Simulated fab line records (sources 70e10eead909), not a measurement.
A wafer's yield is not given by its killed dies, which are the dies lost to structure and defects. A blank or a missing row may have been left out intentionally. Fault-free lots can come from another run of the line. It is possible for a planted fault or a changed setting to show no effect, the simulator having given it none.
Matching of chambers | flow nand_harc | 4 sister chambers for NHARC_P_ZERO_WELL_DESCUM_13 on rie_diel-04
The step chemistry O2, time 3 s. 18 wafers are shown with their chamber, then 9 later ones without.

WAFERS WITH THEIR CHAMBER
wafer  | chamber | showerhead_plenum_p_Torr (Torr) | drypump_motor_current_A (A) | oes_product_au (a.u.)
L077.2 | 0       | 1.80                            | 6.6                         | 1.007
L077.3 | 2       | 1.77                            | 5.1                         | 1.005
L077.6 | 3       | 1.81                            | 5.5                         | 1.001
L078.1 | 3       | 1.81                            | 5.5                         | 0.996
L078.3 | 0       | 1.80                            | 6.7                         | 1.025
L078.6 | 3       | 1.81                            | 5.5                         | 1.000
L079.1 | 0       | 1.80                            | 6.6                         | 1.018
L079.2 | 3       | 1.81                            | 5.5                         | 0.990
L079.4 | 1       | 1.92                            | 5.8                         | 1.020
L080.3 | 2       | 1.77                            | 5.1                         | 0.999
L080.5 | 3       | 1.81                            | 5.5                         | 0.990
L080.6 | 0       | 1.80                            | 6.7                         | 1.018
L081.1 | 3       | 1.81                            | 5.5                         | 0.999
L081.4 | 2       | 1.77                            | 5.1                         | 0.996
L081.6 | 3       | 1.81                            | 5.5                         | 0.998
L083.1 | 0       | 1.80                            | 6.6                         | 1.021
L083.4 | 1       | 1.92                            | 5.8                         | 1.001
L083.5 | 2       | 1.76                            | 5.1                         | 1.001

SIGNATURES (means of the wafers above)
reading                  | chamber 0 | chamber 1 | chamber 2 | chamber 3 | scatter within a chamber
showerhead_plenum_p_Torr | 1.8000    | 1.9200    | 1.7675    | 1.8100    | 0.00231
drypump_motor_current_A  | 6.640     | 5.800     | 5.100     | 5.500     | 0.0293
oes_product_au           | 1.01780   | 1.01050   | 1.00025   | 0.99629   | 0.00614
Rule: distance of a wafer from a chamber = root of the sum over the readings of ((wafer's reading minus chamber's mean) / reading's scatter) squared. The wafer belongs to the nearest chamber; if the next one is less than 2 further off, it can't be placed. The scatter: the root of (the sum of the squares of (reading less its chamber's mean) over the shown wafers, divided by (wafers less chambers)).

WAFERS WITHOUT THEIR CHAMBER
wafer  | showerhead_plenum_p_Torr (Torr) | drypump_motor_current_A (A) | oes_product_au (a.u.)
L085.1 | 1.92                            | 5.7                         | 1.001
L085.4 | 1.81                            | 5.5                         | 0.989
L085.6 | 1.81                            | 5.4                         | 0.980
L086.2 | 1.92                            | 5.8                         | 1.006
L086.4 | 1.76                            | 5.1                         | 1.014
L086.6 | 1.76                            | 5.1                         | 1.016
L093.1 | 2.07                            | 5.1                         | 0.998
L093.4 | 1.79                            | 6.6                         | 1.020
L093.6 | 1.80                            | 5.5                         | 1.009

WHICH CHAMBER EACH WENT THROUGH
wafer  | from the rows above | in truth
L085.1 | 1                   | 1
L085.4 | 3                   | 3
L085.6 | 3                   | 3
L086.2 | 1                   | 1
L086.4 | 2                   | 2
L086.6 | 2                   | 2
L093.1 | 1                   | 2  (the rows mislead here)
L093.4 | 0                   | 0
L093.6 | 3                   | 3
Correctly placed: 8 of 9. Left unplaced by these rows: 0. Wrongly placed: 1.
